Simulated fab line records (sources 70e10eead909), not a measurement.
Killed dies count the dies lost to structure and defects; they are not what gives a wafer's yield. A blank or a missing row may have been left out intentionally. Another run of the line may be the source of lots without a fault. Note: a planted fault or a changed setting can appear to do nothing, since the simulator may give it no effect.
Which tool is to blame? | flow nand_harc | 14 lots with 42 wafers sampled at 5 steps, on a route of 1159 steps

## WHAT THE GAUGES SHOWED, per wafer
NHARC_A_BLC_INSPECT_12. Usual: raw_defect_count at 32, with a standard deviation of 14.
lot  | measured     | on                | raw_defect_count | flag
L190 | day 17 05:17 | defect_inspect-01 | 12 18 20         |
L193 | day 17 12:22 | defect_inspect-02 | 11 10 14         |
L195 | day 17 14:15 | defect_inspect-02 | 10 13 7          |
L194 | day 17 15:31 | defect_inspect-02 | 38 35 38         |
L192 | day 17 19:38 | defect_inspect-02 | 38 32 53         |
L198 | day 19 07:05 | defect_inspect-02 | 46 37 51         |
L197 | day 19 10:05 | defect_inspect-01 | 43 35 39         |
L199 | day 19 15:14 | defect_inspect-02 | 39 40 34         |
L201 | day 20 06:28 | defect_inspect-01 | 51 53 50         |
L205 | day 21 05:23 | defect_inspect-02 | 38 25 44         |
L206 | day 21 13:32 | defect_inspect-01 | 42 29 31         |
L204 | day 21 14:50 | defect_inspect-02 | 33 35 30         |
L209 | day 22 00:26 | defect_inspect-02 | 13 6 13          |
L213 | day 22 17:05 | defect_inspect-02 | 23 20 17         |

NHARC_A_M0_CD_MEAS_09: the cd target is 80 nm. Usual: cd_nm at 79.8 nm, with a standard deviation of 0.48.
lot  | measured     | on        | cd_nm (nm)     | flag
L190 | day 17 09:11 | cd_sem-02 | 80.3 80.4 80.1 |
L193 | day 17 19:06 | cd_sem-02 | 80.1 81.0 80.1 |
L195 | day 17 21:41 | cd_sem-02 | 79.9 80.6 79.6 |
L194 | day 18 00:56 | cd_sem-03 | 79.4 79.3 79.7 |
L192 | day 18 02:34 | cd_sem-02 | 79.0 79.5 80.1 |
L198 | day 19 10:59 | cd_sem-03 | 79.5 79.0 79.4 |
L197 | day 19 14:05 | cd_sem-01 | 80.6 80.1 80.1 |
L199 | day 20 00:07 | cd_sem-03 | 79.9 79.8 79.6 |
L201 | day 20 10:34 | cd_sem-01 | 79.5 80.3 80.4 |
L205 | day 21 12:35 | cd_sem-02 | 79.9 79.5 79.5 |
L206 | day 21 19:16 | cd_sem-02 | 79.1 79.1 79.6 |
L204 | day 21 19:43 | cd_sem-02 | 68.2 67.7 68.3 | OFF
L209 | day 22 05:27 | cd_sem-01 | 67.9 67.9 68.4 | OFF
L213 | day 22 22:13 | cd_sem-03 | 79.5 80.3 79.6 |

## TOOL THAT RAN EACH LOT (tool first, then ch and the chambers of the sampled wafers, then the start)
lot  | NHARC_A_BLC_ETCH_16                | NHARC_A_BLC_ETCH_18                           | NHARC_A_M0_PEB_07
L190 | rie_diel-12 ch 1,2,3, day 17 05:27 | rie_diel-12 ch 0,2,3, day 17 09:06 or earlier | litho_track-04 ch 0, day 17 09:06
L193 | rie_diel-12 ch 1,2,3, day 17 12:31 | rie_diel-12 ch 0,2,3, day 17 19:01 or earlier | litho_track-01 ch 0, day 17 19:01
L195 | rie_diel-08 ch 1,2,3, day 17 14:24 | rie_diel-08 ch 0,2,3, day 17 21:36 or earlier | litho_track-04 ch 0, day 17 21:36
L194 | rie_diel-08 ch 2,3, day 17 15:41   | rie_diel-08 ch 0,1,2, day 18 00:52 or earlier | litho_track-01 ch 0, day 18 00:52
L192 | rie_diel-03 ch 0,1, day 17 19:47   | rie_diel-03 ch 0,2,3, day 18 02:29 or earlier | litho_track-04 ch 0, day 18 02:29
L198 | rie_diel-03 ch 1,2,3, day 19 07:14 | rie_diel-03 ch 0,2, day 19 10:55 or earlier   | litho_track-06 ch 0, day 19 10:55
L197 | rie_diel-12 ch 1,2,3, day 19 10:14 | rie_diel-12 ch 2,3, day 19 14:00 or earlier   | litho_track-04 ch 0, day 19 14:00
L199 | rie_diel-12 ch 0,1,3, day 19 15:24 | rie_diel-12 ch 0,3, day 20 00:02 or earlier   | litho_track-06 ch 0, day 20 00:02
L201 | rie_diel-12 ch 1,2, day 20 06:37   | rie_diel-12 ch 0,1, day 20 10:29 or earlier   | litho_track-06 ch 0, day 20 10:29
L205 | rie_diel-12 ch 0,2,3, day 21 05:32 | rie_diel-12 ch 0,3, day 21 12:29 or earlier   | litho_track-06 ch 0, day 21 12:29
L206 | rie_diel-03 ch 1,2, day 21 13:41   | rie_diel-03 ch 1,2, day 21 19:11 or earlier   | litho_track-01 ch 0, day 21 19:11
L204 | rie_diel-03 ch 1,3, day 21 14:58   | rie_diel-03 ch 0,2,3, day 21 19:38 or earlier | litho_track-06 ch 0, day 21 19:38
L209 | rie_diel-08 ch 0,1,2, day 22 00:39 | rie_diel-08 ch 1,2,3, day 22 05:22 or earlier | litho_track-06 ch 0, day 22 05:22
L213 | rie_diel-12 ch 0,1, day 22 17:14   | rie_diel-12 ch 1,2,3, day 22 22:08 or earlier | litho_track-01 ch 0, day 22 22:08
- NHARC_A_BLC_ETCH_16: etches the open film in CF4, target depth 39 nm, time 65 s.
- NHARC_A_BLC_ETCH_18: etches the open film in C4F8/O2/Ar, target depth 910 nm.
- NHARC_A_M0_PEB_07: peb time 65 s.

## WHAT THE TOOLS THEMSELVES READ (means of the sampled wafers that have a number; where no wafer has one, the mark that the record gives instead)
NHARC_A_BLC_ETCH_16. Usual: drypump_motor_current_A 5.5 A, standard deviation 0.47; oes_product_au 1.001 a.u., standard deviation 0.0072; rf_vpp_V 150.9 V, standard deviation 1.3; showerhead_plenum_p_Torr 1.74 Torr, standard deviation 0.071; throttle_valve_pct 13.284 %, standard deviation 0.0085.
lot  | tool        | drypump_motor_current_A (A) | oes_product_au (a.u.) | rf_vpp_V (V) | showerhead_plenum_p_Torr (Torr) | throttle_valve_pct (%) | flag
L190 | rie_diel-12 | 5.8                         | 0.998                 | 150.5        | 1.76                            | 13.286                 |
L193 | rie_diel-12 | 5.8                         | 0.995                 | 151.2        | 1.76                            | 13.285                 |
L195 | rie_diel-08 | 5.5                         | 1.001                 | 150.1        | 1.73                            | 13.282                 |
L194 | rie_diel-08 | 5.6                         | 0.991                 | 149.6        | 1.69                            | 13.286                 |
L192 | rie_diel-03 | 4.8                         | 1.010                 | 151.6        | 1.80                            | 13.292                 |
L198 | rie_diel-03 | 5.3                         | 1.004                 | 149.5        | 1.69                            | 13.282                 |
L197 | rie_diel-12 | 5.8                         | 1.006                 | 151.4        | 1.76                            | 13.280                 |
L199 | rie_diel-12 | 5.7                         | 1.004                 | 151.3        | 1.76                            | 13.270                 |
L201 | rie_diel-12 | 5.5                         | 1.000                 | 153.1        | 1.82                            | 13.289                 |
L205 | rie_diel-12 | 5.7                         | 0.997                 | 151.4        | 1.74                            | 13.276                 |
L206 | rie_diel-03 | 5.0                         | 1.010                 | 151.2        | 1.73                            | 13.278                 |
L204 | rie_diel-03 | 5.3                         | 0.999                 | 149.3        | 1.69                            | 13.284                 |
L209 | rie_diel-08 | 5.6                         | 0.996                 | 151.1        | 1.76                            | 13.281                 |
L213 | rie_diel-12 | 5.4                         | 1.003                 | 152.4        | 1.81                            | 13.286                 |

NHARC_A_BLC_ETCH_18. Usual: oes_product_au 0.960 a.u., standard deviation 0.019; rf_vpp_V 976 V, standard deviation 5.8.
lot  | tool        | oes_product_au (a.u.) | rf_vpp_V (V) | flag
L190 | rie_diel-12 | 0.975                 | 976          |
L193 | rie_diel-12 | 0.975                 | 975          |
L195 | rie_diel-08 | 0.924                 | 977          |
L194 | rie_diel-08 | 0.925                 | 979          |
L192 | rie_diel-03 | 0.950                 | 972          |
L198 | rie_diel-03 | 0.967                 | 977          |
L197 | rie_diel-12 | 0.959                 | 973          |
L199 | rie_diel-12 | 0.964                 | 972          |
L201 | rie_diel-12 | 0.946                 | 981          |
L205 | rie_diel-12 | 0.922                 | 974          |
L206 | rie_diel-03 | 0.980                 | 973          |
L204 | rie_diel-03 | 0.967                 | 972          |
L209 | rie_diel-08 | 0.948                 | 975          |
L213 | rie_diel-12 | 0.955                 | 977          |

NHARC_A_M0_PEB_07. Usual: heater_power_total_W 156.6 W, standard deviation 0.41; plate_temp_C 99.99 C, standard deviation 0.12.
lot  | tool           | heater_power_total_W (W) | plate_temp_C (C) | flag
L190 | litho_track-04 | 156.4                    | 99.98            |
L193 | litho_track-01 | 156.7                    | 99.84            |
L195 | litho_track-04 | 156.5                    | 100.10           |
L194 | litho_track-01 | 156.5                    | 99.97            |
L192 | litho_track-04 | 157.0                    | 99.84            |
L198 | litho_track-06 | 156.4                    | 100.06           |
L197 | litho_track-04 | 156.4                    | 99.95            |
L199 | litho_track-06 | 156.6                    | 100.02           |
L201 | litho_track-06 | 156.6                    | 99.95            |
L205 | litho_track-06 | 156.6                    | 100.05           |
L206 | litho_track-01 | 156.2                    | 99.96            |
L204 | litho_track-06 | 150.3                    | 97.08            | OFF
L209 | litho_track-06 | 150.5                    | 97.13            | OFF
L213 | litho_track-01 | 156.6                    | 100.04           |

## THE ANSWER, worked out from the rows above alone
Rule: take the mean of a lot's wafers that have a number; if it is more than 3 standard deviations from the usual mean, the lot is off. Also off: a lot with no number at a reading for which 4 or more lots have one. Where the step has rows for the other lots, those lots are counted as sound. The gauges are gone through in route order, then the tools' own readings, and for those a lot's mean is taken as printed above. At the first step where some lot is off, the reading lying furthest off is the one used; lots without a number count as furthest.
Off: L204, L209 (NHARC_A_M0_CD_MEAS_09, cd_nm).
If a tool, at a process step before that reading, ran all the lots that are off and no sound lot after the first of them, it fits. Not tried: the gauges at NHARC_A_M0_CD_MEAS_09; whatever is off there is also off at NHARC_A_M0_PEB_07, on other tools, and gauge error can't account for it. NHARC_A_BLC_ETCH_18: start missing for some lots; hours and lot order therefore follow NHARC_A_M0_PEB_07. One candidate fits, namely litho_track-06 at NHARC_A_M0_PEB_07. Its last sound lot is L205 (day 21 12:29), its first lot that is off L204 (day 21 19:38): a fault that began between those two fits.
The tool's own readings at NHARC_A_M0_PEB_07 bear it out: on the lots that are off they differ by more than 5 times the standard deviation of the sound lots' means. heater_power_total_W reads 150.4 W there against 156.5 W on the sound lots; plate_temp_C reads 97.10 C there against 99.98 C on the sound lots.

## WHAT WAS PUT IN BY THE SIMULATOR
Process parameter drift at NHARC_A_M0_PEB_07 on litho_track-06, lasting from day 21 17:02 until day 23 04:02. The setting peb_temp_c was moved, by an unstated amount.
Struck lots among those shown: L204, L209. The rule above reached the same finding.
